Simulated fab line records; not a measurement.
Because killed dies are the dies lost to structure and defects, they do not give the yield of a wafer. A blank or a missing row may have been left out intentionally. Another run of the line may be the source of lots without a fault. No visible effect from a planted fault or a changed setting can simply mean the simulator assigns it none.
One fault seen from 2 desks :: flow n5 finfet :: each desk holds nothing but its own numbers, with what lay behind them at the end

## METROLOGY DESK
What the gauges read for every lot (on any tool): the sampled wafers with a number, averaged. Marked OUT: a lot whose mean sits more than 4 standard deviations from the usual mean, which makes it out of limits; the brackets give that distance.
Columns: A = cd nm at N5_BEOL_M5_CD_MEAS_18, usual 27.8 nm
lot: L946
first seen here: day 8 12:33
A: 27.8

lot: L952
first seen here: day 9 17:37
A: 27.8

lot: L957
first seen here: day 10 20:43
A: 28.1

lot: L966
first seen here: day 13 08:41
A: 27.9

lot: L968
first seen here: day 13 14:43
A: 27.8

lot: L969
first seen here: day 13 14:49
A: 27.9
Result from this desk: across the 6 lots, nothing is out of limits.

## TOOL OWNER'S DESK, euv scanner-01
The tool's own readings at N5_BEOL_M5_EXPOSE_25 (exposes mask V4, defocus 10 nm): means of the sampled wafers that have a number, for each lot that ran on this tool. Marked OUT: a lot whose mean sits more than 4 standard deviations from the usual mean, which makes it out of limits; the brackets give that distance.
Columns: A = exposure dose mJ cm2 at N5_BEOL_M5_EXPOSE_25, usual 52.66
lot: L952
first seen here: day 9 20:14
A: 52.67

lot: L957
first seen here: day 11 00:18
A: 52.69

lot: L969
first seen here: day 13 17:32
A: 52.69
Result from this desk: across the 3 lots, nothing is out of limits.

## BROUGHT TOGETHER
From the metrology desk's view, nothing was out of limits.
Nothing out of limits was seen by the tool owner's desk.

## WHAT THE SIMULATOR HAD PUT IN
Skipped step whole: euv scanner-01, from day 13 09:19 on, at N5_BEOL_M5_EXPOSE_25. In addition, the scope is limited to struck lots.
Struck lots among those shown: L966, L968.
